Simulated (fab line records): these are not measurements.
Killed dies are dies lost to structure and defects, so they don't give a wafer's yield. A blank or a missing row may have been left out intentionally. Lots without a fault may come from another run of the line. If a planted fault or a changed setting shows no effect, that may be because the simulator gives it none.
2 desks looking at one fault :: flow n5Finfet :: each desk has only its own numbers; what lay behind them comes last

== AT THE METROLOGY DESK ==
Means of the sampled wafers that have a number, per lot and without regard to the tool the lot ran on: this is what the gauges read. Marked OUT: a lot whose mean sits more than 4 standard deviations from the usual mean, which makes it out of limits; the brackets give that distance.
Columns: A = cdNm at N5_MOL_CONTACT_COAG_CD_MEAS_99, usual 17.26 nm
lot: L395
first seen here: day 5 01:30
A: 17.09

lot: L404
first seen here: day 7 05:00
A: 17.28

lot: L406
first seen here: day 7 18:18
A: 17.31

lot: L412
first seen here: day 9 04:56
A: 17.26

lot: L415
first seen here: day 10 01:24
A: 17.51

lot: L417
first seen here: day 10 15:32
A: 17.56
Result from this desk: across the 6 lots, nothing is out of limits.

== THE TOOL OWNER'S DESK: implanter-02 ==
The tool's own readings at N5_MOL_CONTACT_COAG_IMPLANT_129: means of the sampled wafers that have a number, for each lot that ran on this tool. Marked OUT: a lot whose mean sits more than 4 standard deviations from the usual mean, which makes it out of limits; the brackets give that distance.
Columns: A = beamEnergyKeV at N5_MOL_CONTACT_COAG_IMPLANT_129, usual 3.0001; B = endStationPressureTorr at N5_MOL_CONTACT_COAG_IMPLANT_129, usual 5.7e-06 Torr; C = rotationDeg at N5_MOL_CONTACT_COAG_IMPLANT_129, usual 0.001 degrees
lot: L404
first seen here: day 7 05:04
A: 2.9997
B: 5.7e-06
C: 0.023

lot: L406
first seen here: day 7 18:20
A: 10.0493 (+99 or more) OUT
B: 1.1e-05 (+18) OUT
C: 0.006

lot: L412
first seen here: day 9 04:58
A: 10.0470 (+99 or more) OUT
B: 1.1e-05 (+17) OUT
C: -0.003
Finding of this desk: L406, L412 out of limits; the first was L406 at day 7 18:20, on beamEnergyKeV at N5_MOL_CONTACT_COAG_IMPLANT_129. Within limits: L404.

== PUT TOGETHER ==
An alarm could have come from the tool owner's desk at day 7 18:20, on L406, L412.
The metrology desk saw nothing out of limits.
The metrology desk has L406, L412 on record, within its limits.
Every lot named ran N5_MOL_CONTACT_COAG_IMPLANT_129 on implanter-02.

== WHAT THE SIMULATOR PUT IN ==
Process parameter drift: implanter-02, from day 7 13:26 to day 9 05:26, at N5_MOL_CONTACT_COAG_IMPLANT_129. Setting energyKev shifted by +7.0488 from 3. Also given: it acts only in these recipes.
Struck lots among those shown: L406, L412.
Time in hours from fault onset to the first out-of-limits reading at each desk: the tool owner's desk, 5.
